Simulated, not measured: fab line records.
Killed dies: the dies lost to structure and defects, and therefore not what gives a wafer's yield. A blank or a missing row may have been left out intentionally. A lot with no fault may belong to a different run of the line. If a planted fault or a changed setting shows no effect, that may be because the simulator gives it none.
Comparing a struck lot with a sound one -- flow nand-harc -- 15 steps out of a route of 1159
Sound: wafers L340.2, L340.3, L340.5. Struck: wafers L350.2, L350.3, L350.6. At the end, the cause is stated.
Per side, at each step with rows, come the tool, then ch with its chambers, and then its first start. Under that, the readings that differ: sound wafers -- struck wafers -- difference of the means -- sigmas: that difference in standard deviations of wafers without a fault.
alike: readings with means less than 2 such deviations apart, plus words and numbers identical on both sides. not compared: withheld readings, readings lacking a value on some wafer, bounds such as >300 that could conceal the same value, and numbers that have no deviation in the record and whose values overlap.
The two part at a step that has a row with sigmas, a row that says differs or no value, or rows on one side only. Numbers that have no deviation but don't overlap get no sigmas and don't part them. A reading that every wafer of one side lacks parts them only if that side has two wafers or more.

first, 5 steps without rows for these wafers: NHARC_A_BONDPAD_SOFTBAKE_04 (time 70 s); NHARC_A_BONDPAD_EBR_05; NHARC_A_BONDPAD_EXPOSE_06 (exposes mask A BPAD); NHARC_A_BONDPAD_PEB_07 (peb time 80 s); NHARC_A_BONDPAD_DEVELOP_08 (time 50 s).
NHARC_A_BONDPAD_CD_MEAS_09: the cd target is 500 nm.
  sound on cd-sem-03 ch 0, day 19 00:42; struck on cd-sem-01 ch 0, day 22 01:43
  alike: cd-nm
NHARC_A_BONDPAD_OVL_MEAS_35:
  sound on overlay-01 at day 19 00:47; struck on overlay-01 at day 22 01:47
  alike: overlay-x-nm, overlay-y-nm
then, 1 step without rows for these wafers: NHARC_A_BONDPAD_HARDBAKE_10 (time 65 s).
NHARC_A_BONDPAD_DESCUM_11: chemistry O2, time 3 s.
  sound on rie-diel-03 ch 2,3, day 19 00:55; struck on rie-diel-03 ch 0,2,3, day 22 01:56
  alike: drypump-motor-current-A, oes-product-au, rf-vpp-V, showerhead-plenum-p-Torr, throttle-valve-pct
  not compared: rf-hours-counter-h
NHARC_A_BONDPAD_ETCH_34: etches the open film in N2/H2, target depth 60 nm, overetch 18 nm, time 65.91 s.
  sound on rie-diel-03 ch 1,3, day 19 00:59; struck on rie-diel-03 ch 0,1, day 22 02:00
  alike: drypump-motor-current-A, n2-flow-sccm, oes-product-au, rf-vpp-V, showerhead-plenum-p-Torr, throttle-valve-pct
  not compared: rf-hours-counter-h
NHARC_A_BONDPAD_ETCH_12: etches the open film in CHF3/O2, target depth 220 nm, time 110 s.
  sound: rie-diel-03 ch 0,2,3; struck: rie-diel-03 ch 0,2,3
  alike: drypump-motor-current-A, oes-product-au, rf-vpp-V, showerhead-plenum-p-Torr, throttle-valve-pct
  not compared: rf-hours-counter-h
NHARC_A_BONDPAD_CD_MEAS_13:
  sound on cd-sem-02 at day 19 01:14; struck on cd-sem-02 at day 22 02:14
  alike: cd-nm
NHARC_A_BONDPAD_STRIP_15: strips in O2.
  sound on rie-diel-03 ch 1,3, day 19 01:19; struck on rie-diel-03 ch 0,1, day 22 02:19
reading,sound,struck,difference,sigmas
chamber-pressure-mTorr (mTorr),60.04 59.99 59.98,50.58 50.56 50.56,-9.44,-99 or more
  alike: drypump-motor-current-A, oes-product-au, rf-vpp-V, showerhead-plenum-p-Torr, throttle-valve-pct
  not compared: rf-hours-counter-h
NHARC_A_BONDPAD_ETCH_24: etches the open film in CF4/N2, target depth 30 nm, time 72.99 s.
  sound: rie-diel-03 ch 0,3; struck: rie-diel-03 ch 0,3
  alike: drypump-motor-current-A, n2-flow-sccm, oes-product-au, rf-vpp-V, showerhead-plenum-p-Torr, throttle-valve-pct
  not compared: rf-hours-counter-h
NHARC_END_SORT_01:
  sound on prober-02 ch 0, day 21 13:41; struck on prober-01 ch 0, day 23 12:51
  alike: defect-limited-yield, killed-at-array, killed-at-other, killed-at-periphery, killed-dies, killed-open, killed-short, sort_bin_2_pct, sort_bin_3_pct, sort_bin_4_pct, sort-n-pass, sort-rim-yield-pct, sort-yield-pct

== WHERE THEY PART ==
NHARC_A_BONDPAD_STRIP_15 only, going by this record. Later steps at which nothing parts them and some readings are alike: NHARC_A_BONDPAD_ETCH_24, NHARC_END_SORT_01.

WHY: what the simulator had put in
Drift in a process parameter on rie-diel-03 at NHARC_A_BONDPAD_STRIP_15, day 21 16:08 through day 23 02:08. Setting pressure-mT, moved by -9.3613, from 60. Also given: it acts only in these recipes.
